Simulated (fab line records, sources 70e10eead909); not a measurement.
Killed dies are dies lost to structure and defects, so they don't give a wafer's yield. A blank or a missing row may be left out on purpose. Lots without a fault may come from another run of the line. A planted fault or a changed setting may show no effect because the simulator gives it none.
fab line records | flow nand_harc | part 2 of 2: steps 5 to 6 of 6
record lots=20 wafers=60 last_day=24
route steps=1159 shown A_STAIRCASE@566
lots that met no fault: from a run of the same line without faults
start_h: hours from the record's first day to the start of the lot's first wafer shown | wait_h: hours since the lot's step before | " the same as in the row above | L1.1+2: a row that stands for several wafers | - no value, or no start given | * or withheld: withheld | < > ~ a bound
route shown NAME@n: a module of which the file shows steps, and the number in the route of the first | usual: mean/standard deviation of fault-free wafers | same: alike in all rows | chamber/n: place in a boat | sites: the reading at each site | _std_site: their standard deviation | _edge_site: outer sites' mean less inner sites' | radius_mm: how far each site lies from the wafer's centre | mask NAME#n: copy n | behind: the tool/chamber that last shaped the wafer | hold: why the lot was held/for how many hours/how that ended | device: the transistor (n, p or np) that didn't switch | end of line: the same wafers' tests at the end of the route | a step without rows: its recipe alone | killed: dies lost to structure and defects at the first sort, not the wafer's yield | map: a wafer's dies, x killed, . not, _ none there
set.NAME: the setting as run; set.NAME@STEP: as run at that earlier step | model.NAME: the simulator's own value behind a step, which no gauge read
steps of the route over a sample of lots; a table a step, a row a wafer
services: from which hour (start_h, from the record's first day; less than 0 if before it) a tool's chamber was out of use, for how many hours, and why
## steps
# step NHARC_A_STAIRCASE_ETCH_313
# recipe cf4_flow_sccm=100 chf3_flow_sccm=30 ar_flow_sccm=0 rf_w=500 bias_w=200 chemistry=CF4/CHF3
# usual chf3_flow_sccm=30.01/0.094 drypump_motor_current_A=5.8/0.5 oes_product_au=0.936/0.023 rf_fwd_power_W=497.5/1.8 rf_vpp_V=369.5/2.2 showerhead_plenum_p_Torr=1.54/0.067 throttle_valve_pct=16.801/0.0089
# columns lot.wafer tool chamber start_h wait_h chf3_flow_sccm drypump_motor_current_A oes_product_au rf_fwd_power_W rf_hours_counter_h rf_vpp_V showerhead_plenum_p_Torr throttle_valve_pct
L074.2 rie_diel-08 1 258.89 0.1 29.89 6.0 0.942 495.6 45 367.5 1.48 16.797
L074.4 " 2 " " 30.01 5.0 0.911 496.1 43 369.2 1.50 16.810
L074.6 " 1 " " 29.76 6.0 0.946 499.8 - 367.2 1.49 16.810
L075.4 rie_diel-05 0 267.28 0.1 30.02 5.4 0.944 498.9 34 368.5 1.51 16.794
L075.5 " 0 " " 29.98 5.4 0.946 499.6 - 369.0 1.51 16.804
L075.6 " 1 " " 30.01 6.5 0.978 498.6 - 372.9 1.65 16.802
L076.4 rie_diel-13 2 268.35 0.1 30.12 5.0 0.953 501.7 54 371.4 1.55 16.806
L076.1 " 1 " " 30.01 6.0 0.965 498.2 55 369.8 1.54 16.783
L076.6 " 2 " " 30.02 5.0 0.958 499.7 - 368.7 1.55 16.800
L078.3 rie_diel-05 0 274.75 0.1 29.97 5.4 0.909 499.7 35 369.5 1.51 16.798
L078.6 " 0 " " 29.96 5.4 0.900 498.3 - 368.8 1.51 16.799
L078.5 " 1 " " 30.14 6.5 0.927 499.6 - 373.4 1.65 16.809
L077.3 rie_diel-05 1 277.16 0.1 30.19 6.5 0.948 499.0 38 371.6 1.65 16.792
L077.5 " 1 " " 30.14 6.5 0.927 497.2 - 373.4 1.65 16.797
L077.6 " 2 " " 30.05 6.1 0.932 499.2 - 369.1 1.54 16.791
L080.3 rie_diel-05 3 313.98 0.1 30.21 5.8 0.924 495.2 47 368.4 1.52 16.787
L080.1 " 0 " " 30.17 5.4 0.921 497.0 54 368.3 1.51 16.797
L080.2 " 1 " " 30.02 6.5 0.929 498.1 54 372.8 1.65 16.800
L081.4 rie_diel-05 0 315.70 0.1 30.06 5.4 0.919 495.3 55 367.4 1.51 16.807
L081.1 " 3 " " 30.02 5.7 0.924 496.9 48 368.7 1.52 16.797
L081.5 " 1 " " 30.05 6.5 0.921 498.7 - 372.6 1.65 16.793
L083.3 rie_diel-13 1 318.45 0.1 29.94 6.0 0.916 493.8 14 368.2 1.53 16.796
L083.2 " 2 " " 29.99 5.0 0.912 499.5 16 370.6 1.54 16.796
L083.5 " 0 " " 29.90 6.2 0.936 499.1 - 368.5 1.49 16.802
L085.3 rie_diel-08 3 322.84 0.1 30.10 5.3 0.932 497.4 5 368.5 1.47 16.803
L085.1 " 0 " " 30.07 5.4 0.913 497.8 6 368.0 1.50 16.806
L085.2 " 1 " " 29.94 6.0 0.930 497.9 5 366.9 1.48 16.805
L086.1 rie_diel-13 2 337.29 0.1 30.07 5.0 0.908 496.6 22 371.5 1.54 16.801
L086.2 " 0 " " 30.02 6.2 0.930 494.9 19 368.7 1.49 16.803
L086.6 " 2 " " 30.01 5.0 0.904 496.6 - 369.5 1.54 16.810
L087.1 rie_diel-08 1 337.52 0.1 30.01 6.0 0.931 500.8 10 367.1 1.48 16.803
L087.6 " 2 " " 29.97 5.0 0.908 498.6 - 368.2 1.49 16.799
L087.4 " 1 " " 30.04 6.0 0.937 499.9 - 368.3 1.48 16.784
L088.1 rie_diel-13 3 340.66 0.1 30.06 6.1 0.914 496.2 21 374.4 1.68 16.801
L088.3 " 1 " " 29.89 6.0 0.910 494.7 22 368.7 1.53 16.798
L088.5 " 2 " " 29.94 5.0 0.904 497.1 - 369.0 1.54 16.789
L090.3 rie_diel-08 3 343.86 0.1 30.30 5.3 0.949 499.5 13 368.3 1.46 16.807
L090.2 " 0 " " 29.93 5.4 0.916 495.4 9 367.9 1.50 16.799
L090.6 " 2 " " 29.97 5.0 0.922 496.2 - 367.6 1.49 16.813
L089.4 rie_diel-05 0 358.09 0.1 30.03 5.4 0.927 497.8 3 367.8 1.50 16.816
L089.1 " 1 " " 30.22 6.5 0.988 498.0 3 372.5 1.65 16.810
L089.5 " 1 " " 30.13 6.5 0.975 499.4 - 370.4 1.65 16.804
L091.2 rie_diel-05 1 361.03 0.1 30.18 6.5 0.975 499.1 4 373.7 1.65 16.807
L091.3 " 2 " " 29.99 6.1 0.976 497.9 3 367.9 1.53 16.804
L091.5 " 1 " " 29.99 6.5 0.974 499.7 - 373.3 1.65 16.810
L092.3 rie_diel-05 2 367.12 0.1 29.89 6.1 0.963 499.0 6 368.8 1.53 16.793
L092.6 " 1 " " 30.16 6.5 0.981 497.3 - 372.0 1.65 16.800
L092.5 " 0 " " 29.97 5.4 0.957 496.7 - 369.2 1.50 16.810
L094.2 rie_diel-05 3 371.99 0.1 29.90 5.8 0.963 494.8 3 368.4 1.52 16.799
L094.3 " 2 " " 30.03 6.1 0.985 501.6 8 369.0 1.53 16.788
L094.5 " 3 " " 29.90 5.7 0.965 494.3 - 368.8 1.52 16.805
L093.4 rie_diel-08 3 377.55 0.1 30.00 5.3 0.933 496.2 25 368.2 1.46 16.810
L093.2 " 2 " " 30.01 5.0 0.898 494.6 26 368.6 1.49 16.802
L093.5 " 3 " " 30.01 5.3 0.941 498.8 - 367.1 1.46 16.807
L095.3 rie_diel-05 3 394.81 0.1 29.88 5.8 0.917 494.5 13 368.2 1.52 16.798
L095.1 " 1 " " 30.08 6.5 0.938 497.5 19 374.4 1.64 16.805
L095.5 " 3 " " 29.91 5.8 0.919 498.4 - 367.2 1.52 16.800
L097.1 rie_diel-08 1 396.33 0.1 30.07 6.0 0.987 498.6 34 366.1 1.47 16.802
L097.5 " 0 " " 29.98 5.4 0.970 495.5 - 368.4 1.50 16.810
L097.6 " 1 " " 30.04 6.0 0.991 496.0 - 368.2 1.47 16.820
# step NHARC_A_STAIRCASE_STRIP_316
# recipe o2_flow_sccm=500 ar_flow_sccm=0 bias_w=0 chemistry=O2
# usual drypump_motor_current_A=5.8/0.49 oes_product_au=1.002/0.014 rf_vpp_V=57.5/0.92 showerhead_plenum_p_Torr=3.45/0.14 throttle_valve_pct=17.036/0.009
# columns lot.wafer tool chamber start_h wait_h drypump_motor_current_A oes_product_au rf_hours_counter_h rf_vpp_V showerhead_plenum_p_Torr throttle_valve_pct
L074.4 rie_diel-08 3 - - 5.3 1.016 47 57.2 3.30 17.044
L074.2 " 1 " " 6.0 1.020 46 56.3 3.33 17.046
L074.6 " 2 " " 5.0 0.990 - 57.4 3.37 17.032
L075.4 rie_diel-05 1 - - 6.5 1.023 37 58.8 3.71 17.039
L075.6 " 2 " " 6.1 1.004 - 58.9 3.45 17.037
L075.5 " 3 " " 5.8 1.009 - 57.9 3.42 17.043
L076.4 rie_diel-13 1 - - 6.0 0.996 55 58.5 3.45 17.033
L076.1 " 3 " " 6.2 0.973 55 58.8 3.78 17.026
L076.6 " 1 " " 6.0 0.995 - 57.6 3.45 17.033
L078.3 rie_diel-05 0 - - 5.4 0.980 35 56.3 3.39 17.045
L078.5 " 0 " " 5.4 0.978 - 56.3 3.39 17.032
L078.6 " 1 " " 6.5 1.001 - 58.9 3.71 17.031
L077.3 rie_diel-05 2 - - 6.1 1.004 39 58.9 3.45 17.043
L077.5 " 2 " " 6.1 1.002 - 57.8 3.45 17.030
L077.6 " 3 " " 5.8 1.002 - 58.5 3.42 17.054
L080.2 rie_diel-05 0 - - 5.4 0.995 55 57.2 3.38 17.031
L080.3 " 1 " " 6.5 0.994 55 58.2 3.70 17.038
L080.1 " 3 " " 5.8 0.995 47 56.6 3.41 17.025
L081.4 rie_diel-05 2 - - 6.1 1.004 54 58.4 3.44 17.054
L081.1 " 3 " " 5.7 1.008 48 57.8 3.41 17.050
L081.5 " 1 " " 6.5 1.005 - 57.5 3.70 17.021
L083.3 rie_diel-13 3 - - 6.1 0.998 16 58.2 3.77 17.041
L083.2 " 1 " " 6.0 0.985 15 56.6 3.44 17.025
L083.5 " 2 " " 5.0 0.986 - 56.8 3.46 17.033
L085.2 rie_diel-08 3 - - 5.3 1.016 6 56.8 3.29 17.044
L085.1 " 1 " " 6.0 1.016 6 57.7 3.32 17.029
L085.3 " 2 " " 5.0 0.979 6 56.5 3.35 17.046
L086.2 rie_diel-13 2 - - 5.0 0.977 22 56.9 3.46 17.046
L086.1 " 3 " " 6.2 1.001 21 59.1 3.76 17.035
L086.6 " 2 " " 5.0 0.975 - 56.8 3.45 17.041
L087.1 rie_diel-08 1 - - 6.0 1.003 10 56.8 3.32 17.049
L087.6 " 1 " " 6.0 1.014 - 58.7 3.32 17.037
L087.4 " 2 " " 5.0 0.985 - 57.2 3.35 17.023
L088.3 rie_diel-13 0 - - 6.2 1.015 21 57.1 3.34 17.051
L088.1 " 2 " " 5.0 0.986 23 57.7 3.45 17.052
L088.5 " 0 " " 6.2 1.014 - 57.7 3.34 17.047
L090.2 rie_diel-08 1 - - 6.0 1.003 13 56.8 3.32 17.032
L090.3 " 3 " " 5.3 1.000 13 56.7 3.29 17.036
L090.6 " 2 " " 5.0 0.983 - 55.0 3.35 17.043
L089.1 rie_diel-05 2 - - 6.1 1.019 3 57.9 3.43 17.049
L089.4 " 2 " " 6.1 1.014 - 57.1 3.43 17.040
L089.5 " 0 " " 5.4 1.001 - 56.7 3.37 17.042
L091.3 rie_diel-05 1 - - 6.6 1.025 5 57.2 3.69 17.024
L091.2 " 2 " " 6.1 1.009 4 58.5 3.43 17.048
L091.5 " 1 " " 6.5 1.022 - 57.9 3.69 17.038
L092.3 rie_diel-05 0 - - 5.4 1.000 7 55.4 3.37 17.044
L092.6 " 1 " " 6.5 1.020 - 57.7 3.69 17.052
L092.5 " 2 " " 6.1 1.017 - 58.7 3.43 17.038
L094.2 rie_diel-05 1 - - 6.5 1.025 10 57.2 3.69 17.022
L094.3 " 2 " " 6.1 1.017 9 57.5 3.43 17.044
L094.5 " 1 " " 6.5 1.025 - 56.8 3.69 17.038
L093.2 rie_diel-08 1 - - 6.0 1.012 26 57.6 3.31 17.029
L093.4 " 3 " " 5.4 1.026 25 56.5 3.28 17.030
L093.5 " 1 " " 6.0 1.016 - 58.1 3.31 17.028
L095.3 rie_diel-05 2 - - 6.1 1.020 18 57.2 3.43 17.041
L095.1 " 3 " " 5.7 0.992 14 57.4 3.40 17.026
L095.5 " 3 " " 5.8 0.993 - 58.1 3.40 17.038
L097.1 rie_diel-08 3 - - 5.3 1.024 32 56.9 3.28 17.020
L097.5 " 3 " " 5.3 1.019 - 55.9 3.28 17.045
L097.6 " 0 " " 5.4 1.001 - 56.5 3.36 17.039
## services
# columns tool chamber start_h hours kind
rie_diel-05 0 222.22 - clean
rie_diel-05 1 222.22 - clean
rie_diel-05 2 222.22 - clean
rie_diel-05 3 222.22 - clean
rie_diel-08 0 230.90 4.1 repair
rie_diel-05 0 246.78 - clean
rie_diel-05 1 246.78 - clean
rie_diel-05 2 246.78 - clean
rie_diel-05 3 246.78 - clean
rie_diel-08 2 253.28 3.2 repair
rie_diel-05 0 271.28 - clean
rie_diel-05 1 271.28 - clean
rie_diel-05 2 271.28 - clean
rie_diel-05 2 273.08 2.7 repair
plasma_asher-01 - 276.03 9.0 pm
rie_diel-13 - 276.04 9.0 pm
rie_diel-08 3 287.17 3.8 repair
plasma_asher-02 - 299.72 0.9 repair
rie_diel-08 - 301.98 9.0 pm
plasma_asher-01 - 324.19 1.8 repair
rie_diel-08 0 328.04 12.9 repair
rie_diel-05 - 340.67 9.0 pm
rie_diel-05 3 358.94 11.9 repair
plasma_asher-02 - 360.00 9.0 pm
